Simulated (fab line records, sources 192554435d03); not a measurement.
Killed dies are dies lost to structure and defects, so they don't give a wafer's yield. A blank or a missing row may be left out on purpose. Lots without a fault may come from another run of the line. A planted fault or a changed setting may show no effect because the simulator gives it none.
Which tool did it? | flow n5_finfet | 10 lots, 29 wafers sampled, at 5 steps of a route of 1938

WHAT THE GAUGES READ, wafer by wafer
N5_BEOL_M4_RC_MEAS_101. Usual: DIBL_N 36.0 mV/V, standard deviation 1.3; DIBL_P 36.2 mV/V, standard deviation 1.7; IOFF_N 0.155 nA/um, standard deviation 0.024; IOFF_P 0.21 nA/um, standard deviation 0.034; ION_N 674 uA/um, standard deviation 9; ION_P 463 uA/um, standard deviation 7.1; SS_N 71.4 mV/dec, standard deviation 0.5; SS_P 73.4 mV/dec, standard deviation 0.57; VT_N 250.0 mV, standard deviation 2.8; VT_P -251 mV, standard deviation 3.2.
lot  | measured     | on        | DIBL_N (mV/V)  | DIBL_P (mV/V)  | IOFF_N (nA/um)    | IOFF_P (nA/um) | ION_N (uA/um) | ION_P (uA/um) | SS_N (mV/dec)  | SS_P (mV/dec)  | VT_N (mV)         | VT_P (mV)      | flag
L326 | day 11 12:30 | prober-02 | 35.3 37.4 35.4 | 33.8 36.0 33.4 | 0.133 0.164 0.134 | 0.19 0.22 0.19 | 674 681 665   | 466 467 463   | 71.6 71.4 71.7 | 72.8 73.2 73.0 | 251.5 247.7 251.1 | -251 -250 -251 |
L329 | day 12 01:49 | prober-02 | 33.4 37.6 34.8 | 33.2 38.7 34.7 | 0.119 0.184 0.129 | 0.16 0.24 0.19 | 674 687 670   | 468 469 466   | 70.7 71.9 71.7 | 72.5 74.5 72.3 | 250.9 246.6 250.3 | -252 -245 -252 |
L331 | day 12 11:48 | prober-02 | 36.0 35.0 35.2 | 37.5 35.7 36.4 | 0.157 0.144 0.153 | 0.21 0.18 0.19 | 672 667 678   | 459 452 462   | 71.7 71.4 70.7 | 73.4 73.0 74.2 | 250.7 251.3 250.9 | -251 -252 -251 |
L332 | day 12 12:08 | prober-01 | 37.8 35.8 36.3 | 37.2 35.1 35.3 | 0.186 0.156 0.159 | 0.20 0.18 0.18 | 682 681 671   | 457 458 460   | 72.0 70.8 70.4 | 73.3 73.1 73.6 | 248.8 248.2 250.2 | -254 -255 -255 |
L335 | day 13 07:53 | prober-01 | 32.6 34.1 34.0 | 33.0 34.6 34.4 | 0.126 0.147 0.142 | 0.17 0.19 0.19 | 665 671 668   | 462 461 451   | 70.7 71.9 71.4 | 72.7 73.3 73.1 | 251.9 247.8 248.8 | -253 -251 -250 |
L338 | day 13 23:57 | prober-02 | 37.7 35.4 38.0 | 36.4 33.7 37.1 | 0.176 0.134 0.192 | 0.26 0.21 0.28 | 683 668 678   | 472 465 473   | 71.4 72.0 72.3 | 74.0 73.5 73.9 | 245.8 247.5 245.9 | -246 -246 -243 |
L339 | day 14 07:26 | prober-02 | 38.0 36.5      | 38.0 35.8      | 0.180 0.143       | 0.24 0.20      | 680 667       | 466 463       | 71.8 71.7      | 73.8 73.8      | 249.6 253.3       | -252 -252      |
L341 | day 13 08:01 | prober-02 | 38.0 38.5 37.6 | 38.1 38.8 37.3 | 0.182 0.194 0.169 | 0.29 0.30 0.27 | 677 677 682   | 472 472 474   | 71.6 72.2 71.2 | 74.0 74.7 73.8 | 249.0 250.4 250.2 | -244 -244 -244 |
L346 | day 15 11:43 | prober-01 | 35.7 34.8 34.3 | 34.9 34.3 34.5 | 0.135 0.120 0.121 | 0.20 0.19 0.19 | 676 668 664   | 464 464 464   | 70.9 71.0 70.4 | 73.0 72.4 72.5 | 251.9 255.6 253.3 | -251 -249 -250 |
L345 | day 15 22:30 | prober-01 | 34.6 33.5 33.9 | 34.0 33.6 33.6 | 0.126 0.124 0.121 | 0.16 0.16 0.16 | 657 658 655   | 447 453 453   | 70.6 71.5 71.5 | 73.1 72.0 73.2 | 257.1 253.6 253.1 | -257 -256 -256 |

WHICH TOOL RAN EACH LOT (tool, then ch and the chambers of the sampled wafers, then the start)
lot  | N5_BEOL_M0_ANNEAL_117        | N5_BEOL_M0_CO_CAP_123            | N5_BEOL_M0_DEP_125             | N5_BEOL_M1_HM_DEP_02
L326 | pvd_sputter-01, day 7 12:16  | cvd_co-01 ch 0,1,2, day 7 13:25  | pecvd-01 ch 0,1,2, day 7 13:32 | pvd_sputter-01, day 7 15:13
L329 | pvd_sputter-03, day 7 22:25  | cvd_co-02 ch 0,2, day 8 00:04    | pecvd-02 ch 0,1, day 8 00:11   | pvd_sputter-01, day 8 02:00
L331 | pvd_sputter-03, day 8 06:32  | cvd_co-02 ch 0,1,2, day 8 07:41  | pecvd-04 ch 0,1, day 8 07:49   | pvd_sputter-03, day 8 08:43
L332 | pvd_sputter-01, day 8 13:37  | cvd_co-01 ch 1,2, day 8 14:50    | pecvd-04 ch 0,1,2, day 8 14:57 | pvd_sputter-02, day 8 15:14
L335 | pvd_sputter-02, day 9 14:19  | cvd_co-02 ch 0,2, day 9 16:40    | pecvd-02 ch 0,1,2, day 9 16:47 | pvd_sputter-01, day 9 18:02
L338 | pvd_sputter-01, day 10 04:52 | cvd_co-02 ch 0,1,2, day 10 06:00 | pecvd-01 ch 1,2, day 10 06:07  | pvd_sputter-03, day 10 06:26
L339 | pvd_sputter-01, day 10 08:52 | cvd_co-02 ch 1,2, day 10 10:00   | pecvd-02 ch 2, day 10 10:07    | pvd_sputter-03, day 10 11:42
L341 | pvd_sputter-02, day 10 21:19 | cvd_co-01 ch 1,2, day 10 22:28   | pecvd-01 ch 0,1, day 10 22:35  | pvd_sputter-01, day 11 00:38
L346 | pvd_sputter-03, day 11 18:16 | cvd_co-01 ch 1,2, day 11 19:35   | pecvd-01 ch 0,1, day 11 19:41  | pvd_sputter-01, day 11 20:38
L345 | pvd_sputter-03, day 11 19:40 | cvd_co-01 ch 0,1,2, day 11 20:49 | pecvd-04 ch 0,2, day 11 20:56  | pvd_sputter-02, day 11 21:56
- N5_BEOL_M0_ANNEAL_117: time 60 s.
- N5_BEOL_M0_CO_CAP_123: material Co, precursor CCTBA/H2, target thk 2 nm, time 102.1 s.
- N5_BEOL_M0_DEP_125: deposits SiCN from 3MS/NH3, target thk 8 nm, time 14 s.
- N5_BEOL_M1_HM_DEP_02: deposits TiN, target thk 20 nm.

WHAT THE TOOLS THEMSELVES READ (means of the sampled wafers that have a number; where no wafer has one, the mark that the record gives instead)
N5_BEOL_M0_ANNEAL_117. Usual: heater_power_w 832 W, standard deviation 77; susceptor_temp_C 399.99 C, standard deviation 0.22.
lot  | tool           | heater_power_w (W) | susceptor_temp_C (C) | flag
L326 | pvd_sputter-01 | 859                | 399.90               |
L329 | pvd_sputter-03 | 840                | 400.09               |
L331 | pvd_sputter-03 | 800                | 399.95               |
L332 | pvd_sputter-01 | 887                | 400.26               |
L335 | pvd_sputter-02 | 820                | 399.80               |
L338 | pvd_sputter-01 | 829                | 400.20               |
L339 | pvd_sputter-01 | 936                | 400.03               |
L341 | pvd_sputter-02 | 819                | 400.04               |
L346 | pvd_sputter-03 | 900                | 399.87               |
L345 | pvd_sputter-03 | 847                | 400.02               |

N5_BEOL_M0_CO_CAP_123. Usual: chamber_pressure_Torr 29.99 Torr, standard deviation 0.066; heater_power_w 243 W, standard deviation 9.1; run_length_s 124.5 s, standard deviation 0.4; susceptor_temp_C 199.98 C, standard deviation 0.17.
lot  | tool      | chamber_pressure_Torr (Torr) | heater_power_w (W) | run_length_s (s) | susceptor_temp_C (C) | flag
L326 | cvd_co-01 | 29.99                        | 243                | 124.7            | 199.93               |
L329 | cvd_co-02 | 29.98                        | 250                | 125.1            | 199.84               |
L331 | cvd_co-02 | 30.02                        | 241                | 124.7            | 200.07               |
L332 | cvd_co-01 | 29.93                        | 241                | 124.8            | 200.20               |
L335 | cvd_co-02 | 29.94                        | 234                | 144.5            | 200.03               | OFF
L338 | cvd_co-02 | 29.94                        | 246                | 144.6            | 199.87               | OFF
L339 | cvd_co-02 | 29.99                        | 236                | 154.5            | 199.91               | OFF
L341 | cvd_co-01 | 30.02                        | 241                | 124.5            | 200.05               |
L346 | cvd_co-01 | 30.00                        | 242                | 124.5            | 199.77               |
L345 | cvd_co-01 | 30.04                        | 241                | 124.5            | 199.98               |

N5_BEOL_M0_DEP_125. Usual: chamber_pressure_Torr 2.999 Torr, standard deviation 0.0067; showerhead_plenum_p_Torr 3.657 Torr, standard deviation 0.0096; showerhead_vpp_V 868 V, standard deviation 26; throttle_valve_pct 9.0 %, standard deviation 0.33.
lot  | tool     | chamber_pressure_Torr (Torr) | showerhead_plenum_p_Torr (Torr) | showerhead_vpp_V (V) | throttle_valve_pct (%) | flag
L326 | pecvd-01 | 2.999                        | 3.659                           | 865                  | 8.9                    |
L329 | pecvd-02 | 2.998                        | 3.645                           | 896                  | 9.2                    |
L331 | pecvd-04 | 3.002                        | 3.662                           | 886                  | 9.1                    |
L332 | pecvd-04 | 2.990                        | 3.668                           | 877                  | 9.1                    |
L335 | pecvd-02 | 3.006                        | 3.653                           | 871                  | 9.0                    |
L338 | pecvd-01 | 2.994                        | 3.653                           | 850                  | 8.9                    |
L339 | pecvd-02 | 3.010                        | 3.670                           | 829                  | 8.8                    |
L341 | pecvd-01 | 3.004                        | 3.658                           | 872                  | 8.9                    |
L346 | pecvd-01 | 3.005                        | 3.658                           | 845                  | 9.2                    |
L345 | pecvd-04 | 2.990                        | 3.661                           | 882                  | 8.9                    |

N5_BEOL_M1_HM_DEP_02. Usual: chamber_pressure_pa 0.5000 Pa, standard deviation 0.00096; susceptor_temp_C 25.01 C, standard deviation 0.1; throttle_valve_pct 29.8 %, standard deviation 0.96.
lot  | tool           | chamber_pressure_pa (Pa) | susceptor_temp_C (C) | throttle_valve_pct (%) | flag
L326 | pvd_sputter-01 | 0.5003                   | 25.13                | 29.0                   |
L329 | pvd_sputter-01 | 0.4991                   | 24.97                | 29.2                   |
L331 | pvd_sputter-03 | 0.5000                   | 25.02                | 30.3                   |
L332 | pvd_sputter-02 | 0.5000                   | 25.01                | 30.2                   |
L335 | pvd_sputter-01 | 0.5005                   | 25.02                | 29.4                   |
L338 | pvd_sputter-03 | 0.5002                   | 24.94                | 29.8                   |
L339 | pvd_sputter-03 | 0.5002                   | 25.16                | 30.2                   |
L341 | pvd_sputter-01 | 0.4998                   | 25.08                | 30.3                   |
L346 | pvd_sputter-01 | 0.5001                   | 24.97                | 30.6                   |
L345 | pvd_sputter-02 | 0.5005                   | 24.97                | 29.5                   |

THE ANSWER, worked out from the rows above alone
Rule: a lot is off if the mean of its wafers that have a number lies more than 3 standard deviations from the usual mean. A lot without any number at a reading at which 4 lots or more have one is off too. The other lots that the step has rows for count as sound. The gauges are gone through in route order, then the tools' own readings, and for those a lot's mean is taken as printed above. The first step at which some lot is off is used, and at that step the reading that is off furthest; a lot without a number counts as furthest.
Off: L335, L338, L339, at N5_BEOL_M0_CO_CAP_123 (run_length_s).
A tool fits if, at that step or a process step before it, it ran every lot that is off, and no sound lot after the first of them. One fits: cvd_co-02 at N5_BEOL_M0_CO_CAP_123. Its last sound lot is L331 (day 8 07:41), its first lot that is off L335 (day 9 16:40): a fault that began between those two fits.
The tool's own readings at N5_BEOL_M0_CO_CAP_123 bear it out: on the lots that are off they differ by more than 5 times the standard deviation of the sound lots' means. run_length_s reads 147.9 s there against 124.7 s on the sound lots.

WHAT THE SIMULATOR HAD PUT IN
Process parameter drift: cvd_co-02, from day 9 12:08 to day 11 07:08, at N5_BEOL_M0_CO_CAP_123. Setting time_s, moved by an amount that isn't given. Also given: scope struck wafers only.
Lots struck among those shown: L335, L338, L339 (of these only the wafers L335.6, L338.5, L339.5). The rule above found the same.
